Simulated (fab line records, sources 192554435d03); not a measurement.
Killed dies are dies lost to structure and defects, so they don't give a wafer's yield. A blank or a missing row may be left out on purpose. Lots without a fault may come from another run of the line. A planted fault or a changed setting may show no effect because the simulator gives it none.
Split-lot experiment | flow n5_finfet | 7 lots, 21 wafers read, on a route of 1938 steps

THE SPLIT
At N5_BEOL_M3_COAT_68 (time 60 s, resist thk 12 nm), the setting spin_rpm was moved away from the recipe's 1500 rpm on 8 of the 21 wafers read, by -9.7% to +9.8%. The other wafers ran this setting at the recipe's value.

FROM THE SPLIT TO THE READING: what the file shows between them, 1 step
- N5_BEOL_M3_ETCH_77: etches underlayer in N2/H2, target depth 6.5 nm, time 5.2 s (also split here: h2_flow_sccm)

THE READING
etch.depth_nm (the simulator's own value, which no gauge read), in nm, at N5_BEOL_M3_ETCH_69 (etches SiARC in CF4, target depth 15.6 nm, time 26 s). The file gives no usual value for it. The 13 wafers here that ran the recipe average 11.99 nm, standard deviation 0.026 nm.

wafer  | tool, chamber at the split | spin_rpm as run, rpm | against the recipe | etch.depth_nm, nm | against lot-mates on the recipe
L074.3 | litho_track-03, 0          | 1545                 | +3.0%              | 11.84             | -0.15
L074.4 | litho_track-03, 0          | 1500                 | recipe             | 11.99             | -
L074.6 | litho_track-03, 0          | 1545                 | +3.0%              | 11.83             | -0.16
L075.2 | litho_track-05, 0          | 1500                 | recipe             | 11.96             | -
L075.3 | litho_track-05, 0          | 1555                 | +3.7%              | 11.78             | -0.19
L075.5 | litho_track-05, 0          | 1500                 | recipe             | 11.98             | -
L086.2 | litho_track-02, 0          | 1500                 | recipe             | 12                | -
L086.5 | litho_track-02, 0          | 1647                 | +9.8%              | 11.46             | -0.56
L086.6 | litho_track-02, 0          | 1500                 | recipe             | 12.05             | -
L088.1 | litho_track-03, 0          | 1415                 | -5.7%              | 12.35             | +0.32
L088.3 | litho_track-03, 0          | 1415                 | -5.7%              | 12.36             | +0.33
L088.5 | litho_track-03, 0          | 1500                 | recipe             | 12.03             | -
L089.1 | litho_track-05, 0          | 1500                 | recipe             | 11.98             | -
L089.3 | litho_track-05, 0          | 1500                 | recipe             | 12                | -
L089.4 | litho_track-05, 0          | 1500                 | recipe             | 11.99             | -
L092.1 | litho_track-05, 0          | 1500                 | recipe             | 11.96             | -
L092.4 | litho_track-05, 0          | 1500                 | recipe             | 11.97             | -
L092.6 | litho_track-05, 0          | 1500                 | recipe             | 12.01             | -
L097.1 | litho_track-05, 0          | 1355                 | -9.7%              | 12.61             | +0.65
L097.3 | litho_track-05, 0          | 1500                 | recipe             | 11.96             | -
L097.4 | litho_track-05, 0          | 1355                 | -9.7%              | 12.54             | +0.58

THE FIT
A straight line over all 21 wafers: etch.depth_nm changes by -0.0587 nm for each +1% of spin_rpm; r = -0.99; the points scatter about the line by 0.028 nm.
The same after taking each lot's own level away (the mean of its wafers on the recipe; 21 wafers): -0.0599 nm for each +1%; r = -1.00; scatter 0.023 nm.
On that fit, the largest move of spin_rpm shifts the reading by 0.59 nm.
The lots' own levels span 11.960 to 12.030 nm, that is 2.6 times the standard deviation above.
So the lot-to-lot level changes the slope little: the two slopes agree.
Check: with one of the wafers moved furthest among these (+9.8%) left out of the fit, the line predicts -0.587 nm for it against its lot-mates. It came out at -0.565 nm against them.

OTHER SPLITS ON THESE WAFERS
These wafers also went through other splits before the reading. Each is held against what the fit with the lots' levels taken away leaves over:
other split on the same wafers  | wafers away from the commonest value | r with etch.depth_nm (lot level and that fit taken away)
N5_BEOL_M2_ETCH_74 source_w     | 6                                    | +0.06
N5_BEOL_M3_ETCH_77 h2_flow_sccm | 5                                    | -0.01

THE WHOLE CHAIN: every reading that the file lists as answering this split, in the file's order
step               | what it does                                         | reading                                                                          | change (the file's fit)                | r (the file's)
N5_BEOL_M3_COAT_68 | time 60 s, resist thk 12 nm                          | SiARC_of_BEOL_M3_COAT_68.thk_nm (the simulator's own value, which no gauge read) | -0.0626 nm for each +1% of the setting | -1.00
N5_BEOL_M3_ETCH_69 | etches SiARC in CF4, target depth 15.6 nm, time 26 s | etch.depth_nm (the simulator's own value, which no gauge read)                   | -0.0593 nm for each +1% of the setting | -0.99

THE FILE'S OWN FIT
etch.depth_nm changes by -0.0593 nm for each +1% of spin_rpm, r = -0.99.
